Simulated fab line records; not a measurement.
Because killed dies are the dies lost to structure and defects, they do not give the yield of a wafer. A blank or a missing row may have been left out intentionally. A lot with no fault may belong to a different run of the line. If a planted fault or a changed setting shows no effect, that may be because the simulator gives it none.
What tool caused it?	flow nand harc	Sampling: 13 lots, 39 wafers, 5 of 1302 route steps

## WHAT THE GAUGES READ, wafer by wafer
NHARC_P_STI_INSPECT_11.
lot	measured	on	raw defect count
L288	day 3 03:47	defect inspect-02	7 4 4
L289	day 3 14:32	defect inspect-01	7 10 8
L290	day 4 02:58	defect inspect-02	8 13 9
L291	day 4 10:59	defect inspect-01	2 4 3
L292	day 4 20:56	defect inspect-01	5 7 5
L295	day 6 04:25	defect inspect-02	5 4 3
L296	day 6 12:57	defect inspect-01	7 9 11
L297	day 7 00:31	defect inspect-02	3 6 7
L299	day 7 20:16	defect inspect-02	4 3 6
L305	day 10 08:15	defect inspect-01	1302 1332 1384
L306	day 10 20:11	defect inspect-02	1379 1379 1343
L309	day 11 22:32	defect inspect-01	6 4 6
L310	day 12 08:55	defect inspect-02	4 4 2

NHARC_END_SORT_01.
lot	measured	on	killed at array	killed at other	killed at periphery	killed dies	killed open	killed short
L305	day 31 06:31	prober-02	27 64 65	2 2 1	77 92 63	106 158 129	2 0 4	2 3 2
L306	day 32 08:04	prober-01	99 84 69	2 0 2	24 66 90	125 150 161	3 4 4	5 2 2

## EACH LOT AND THE TOOL THAT RAN IT (in order: tool; ch and the chambers of the sampled wafers; start)
lot	NHARC_P_ZERO_WELL_ETCH_65	NHARC_P_STI_ETCH_26	NHARC_P_GATE_DESCUM_13
L288	rie diel-07 ch 0,3, day 2 07:29	wet bench-07 ch 0,1,2, day 2 13:46	rie diel-03 ch 1,2,3, day 4 13:52
L289	rie diel-04 ch 2,3, day 2 17:22	wet bench-07 ch 0,1,5, day 2 23:23	rie diel-01 ch 0,3, day 5 02:27
L290	rie diel-07 ch 0,1,3, day 3 03:26	wet bench-07 ch 0,2,4, day 3 09:34	rie diel-09 ch 1,2,3, day 5 15:37
L291	rie diel-07 ch 0,1, day 3 13:30	wet bench-04 ch 0,3,4, day 3 19:40	rie diel-03 ch 1,2,3, day 5 21:52
L292	rie diel-04 ch 0,1,2, day 3 23:22	wet bench-07 ch 0,1,7, day 4 05:26	rie diel-03 ch 0,2,3, day 6 08:02
L295	rie diel-08 ch 0,2,3, day 5 05:30	wet bench-07 ch 0,2,5, day 5 11:31	rie diel-01 ch 0,1,3, day 7 16:47
L296	rie diel-08 ch 0,1,3, day 5 15:29	wet bench-07 ch 1,4,6, day 5 21:34	rie diel-01 ch 0,1,3, day 8 02:47
L297	rie diel-08 ch 0,1, day 6 01:21	wet bench-07 ch 2,4,6, day 6 07:22	rie diel-01 ch 0,1,2, day 8 16:01
L299	rie diel-08 ch 0,1,2, day 6 21:29	wet bench-04 ch 3,5,6, day 7 03:37	rie diel-03 ch 0,2,3, day 9 06:25
L305	rie diel-08 ch 0,1,2, day 9 09:23	wet bench-07 ch 0,2,4, day 9 15:39	rie diel-09 ch 1,2,3, day 11 18:10
L306	rie diel-04 ch 0,3, day 9 19:31	wet bench-07 ch 1,2,4, day 10 01:49	rie diel-09 ch 0,1,3, day 12 06:51
L309	rie diel-08 ch 0,1,3, day 11 01:31	wet bench-04 ch 4,5,6, day 11 07:43	rie diel-03 ch 1,3, day 13 14:19
L310	rie diel-08 ch 0,1,2, day 11 11:32	wet bench-06 ch 0,4,5, day 11 17:40	rie diel-09 ch 0,1,3, day 13 22:32
- NHARC_P_ZERO_WELL_ETCH_65: etches the open film in N2/H2, target depth 80 nm, overetch 24 nm, time 87.88 s.
- NHARC_P_STI_ETCH_26: etches SiO2 in dHF, target depth 11 nm.
- NHARC_P_GATE_DESCUM_13: chemistry O2, time 3 s.

## AS READ BY THE TOOLS THEMSELVES (means over the sampled wafers that have a number; for cases with no such wafer, the mark the record gives instead)
NHARC_P_ZERO_WELL_ETCH_65.
lot	tool	drypump motor current A (A)	oes product au (a.u.)	rf vpp V (V)	showerhead plenum p Torr (Torr)	throttle valve pct (%)
L288	rie diel-07	5.4	1.001	431.7	2.10	14.175
L289	rie diel-04	5.8	1.008	429.4	1.99	14.173
L290	rie diel-07	5.7	1.005	430.3	2.06	14.172
L291	rie diel-07	6.0	0.990	430.5	2.03	14.169
L292	rie diel-04	5.9	1.004	428.2	1.97	14.171
L295	rie diel-08	5.9	1.001	429.8	2.02	14.180
L296	rie diel-08	6.0	0.992	427.9	1.96	14.169
L297	rie diel-08	6.0	0.995	428.5	1.96	14.171
L299	rie diel-08	5.9	1.002	429.7	2.02	14.167
L305	rie diel-08	5.9	1.008	432.7	2.13	14.159
L306	rie diel-04	6.2	1.006	429.9	2.02	14.170
L309	rie diel-08	6.0	1.007	432.8	2.17	14.175
L310	rie diel-08	5.9	1.003	432.7	2.12	14.180

NHARC_P_GATE_DESCUM_13.
lot	tool	drypump motor current A (A)	oes product au (a.u.)	rf vpp V (V)	showerhead plenum p Torr (Torr)	throttle valve pct (%)
L288	rie diel-03	5.4	1.001	57.9	1.87	11.319
L289	rie diel-01	6.6	0.991	57.8	1.90	11.299
L290	rie diel-09	5.6	0.993	57.5	1.96	11.317
L291	rie diel-03	5.4	1.007	57.9	1.87	11.310
L292	rie diel-03	5.6	1.013	57.1	1.86	11.318
L295	rie diel-01	6.1	1.001	56.6	1.86	11.301
L296	rie diel-01	6.2	1.000	57.9	1.86	11.307
L297	rie diel-01	6.0	0.999	57.7	1.88	11.309
L299	rie diel-03	5.6	1.006	58.1	1.86	11.301
L305	rie diel-09	5.6	0.999	58.2	1.96	11.311
L306	rie diel-09	5.9	1.004	57.5	1.88	11.312
L309	rie diel-03	5.7	1.014	57.7	1.91	11.311
L310	rie diel-09	5.9	1.000	58.2	1.88	11.309

## THE ANSWER, worked out from the rows above alone
Rule: what is usual is taken from the lots themselves. The widest of any qualifying gaps counts: lots, ordered by their means at a reading, are off when they make up no more than a third of the lots, leave a main group of 4 or more, and stand apart from it by 3 or more times the standard deviation of that group's means. The tables above print the reading to a certain number of digits; a main group whose means all agree to those digits is not used. Also off: a lot with no number at a reading for which 4 or more lots have one. Any other lot the step has rows for is counted as sound. After the gauges, taken in route order, come the tools' own readings; for these a lot's mean is taken, as printed above. The first step at which some lot is off is used, and at that step the reading that is off furthest; a lot without a number counts as furthest.
Off, at NHARC_P_STI_INSPECT_11 on raw defect count: L305, L306. For the main group the mean is 6 and the standard deviation 2.2.
If a tool, at a process step before that reading, ran all the lots that are off and no sound lot after the first of them, it fits. Gauges at NHARC_P_STI_INSPECT_11: tried the same way as those tools. One fits: NHARC_P_STI_ETCH_26 on wet bench-07. Its last sound lot is L297 (day 6 07:22), its first lot that is off L305 (day 9 15:39): a fault that began between those two fits.

## WHAT THE SIMULATOR PUT IN
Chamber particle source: wet bench-07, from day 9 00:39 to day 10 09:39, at NHARC_P_STI_ETCH_26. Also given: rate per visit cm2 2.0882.
Struck lots among those shown: L305, L306. This agrees with what the rule above found.
